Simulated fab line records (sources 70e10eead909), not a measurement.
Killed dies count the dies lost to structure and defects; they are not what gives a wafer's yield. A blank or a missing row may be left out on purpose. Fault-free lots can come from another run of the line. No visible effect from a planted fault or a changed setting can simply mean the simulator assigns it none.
A struck lot beside a sound one :: flow nand_harc :: 15 steps out of a route of 1302
Sound: these wafers, L297.2, L297.3, L297.6. Wafers L293.1, L293.4, L293.5 were the ones struck. Last of all comes the cause.
At each step with rows: each side's tool, then ch and its chambers, then its first start. Under that, the readings that differ: sound wafers :: struck wafers :: difference of the means :: sigmas: that difference in standard deviations of wafers without a fault.
alike: same words and numbers on both sides, and readings whose means sit less than 2 such deviations apart. not compared: any withheld reading, any reading some wafer has no value for, any bound like >300 that may hide the same value, and any number with overlapping values for which the record gives no deviation.
A row with sigmas, a row that says differs or no value, or rows on one side alone: a step with any of these is where the two part. Numbers that don't overlap but have no deviation are shown without sigmas and don't part them. A reading that every wafer of one side lacks parts them only if that side has two wafers or more.

NHARC_A_BLC_ETCH_16: etches the open film in CF4, target depth 39 nm, time 65 s.
  sound on rie_diel-05 ch 1,2,3, day 27 06:03; struck on rie_diel-05 ch 0,2,3, day 24 15:12
  alike: drypump_motor_current_A, oes_product_au, rf_vpp_V, showerhead_plenum_p_Torr, throttle_valve_pct
  not compared: rf_hours_counter_h
NHARC_A_BLC_ETCH_17: etches the open film in N2/H2, target depth 390 nm, time 609.38 s.
  sound on rie_diel-05 ch 2,3; struck on rie_diel-05 ch 0,2,3
  alike: drypump_motor_current_A, oes_product_au, rf_vpp_V, showerhead_plenum_p_Torr, throttle_valve_pct
  not compared: rf_hours_counter_h
then, 1 step without rows for these wafers: NHARC_A_BLC_ETCH_18 (etches the open film in C4F8/O2/Ar, target depth 910 nm).
NHARC_A_BLC_CD_MEAS_19:
  sound on cd_sem-03 at day 27 06:56; struck on cd_sem-03 at day 24 16:04
  alike: cd_nm
NHARC_A_BLC_STRIP_29: strips in CF4.
  sound on rie_diel-03 ch 0,1, day 27 07:01; struck on rie_diel-05 ch 0,2,3, day 24 16:10
  alike: drypump_motor_current_A, oes_product_au, rf_vpp_V, showerhead_plenum_p_Torr, throttle_valve_pct
  not compared: rf_hours_counter_h
then, 2 steps without rows for these wafers: NHARC_A_BLC_STRIP_21 (strips in O2); NHARC_A_BLC_STRIP_22 (strips in post etch residue remover, time 600 s).
NHARC_A_BLC_DEGAS_30: time 60 s.
  sound on pvd_sputter-03 at day 27 07:32; struck on pvd_sputter-02 at day 24 16:40
  alike: heater_power_w
then, 1 step without rows for these wafers: NHARC_A_BLC_PRE_CLEAN_31 (time 15 s).
NHARC_A_BLC_PVD_32: deposits Ti, target thk 5 nm, time 17.7 s.
  sound on pvd_sputter-03; struck on pvd_sputter-02
  alike: throttle_valve_pct
then, 2 steps without rows for these wafers: NHARC_A_BLC_ALD_23 (deposits TiN, target thk 3 nm, pulse time 1 s, ald cycles 150); NHARC_A_BLC_CVD_24 (deposits W, target thk 150 nm, time 434 s).
NHARC_A_BLC_CMP_25: polishes, t overpolish 30 s, target thk 150 nm.
  sound on cmp-03 ch 1,3, day 27 08:32; struck on cmp-02 ch 0,1,2, day 24 17:40
  no value came back on the struck wafers for edge_zone_pressure_frac, motor_current_A (A), overpolish_run_s (s), time_to_endpoint_s (s); on the sound wafers edge_zone_pressure_frac reads 1.005 0.997 0.995
next, for these wafers, 1 step has no rows: NHARC_A_BLC_SRD_27.
NHARC_A_BLC_INSPECT_28:
  sound on defect_inspect-02 at day 27 08:55; struck on defect_inspect-02 at day 24 18:02
reading: raw_defect_count
sound: 390 634 481
struck: 6733 6830 6742
difference: +6267
sigmas: +45

WHERE THEY PART
Earliest at NHARC_A_BLC_CMP_25; latest, in this record, at NHARC_A_BLC_INSPECT_28.

WHY: whatever the simulator had introduced
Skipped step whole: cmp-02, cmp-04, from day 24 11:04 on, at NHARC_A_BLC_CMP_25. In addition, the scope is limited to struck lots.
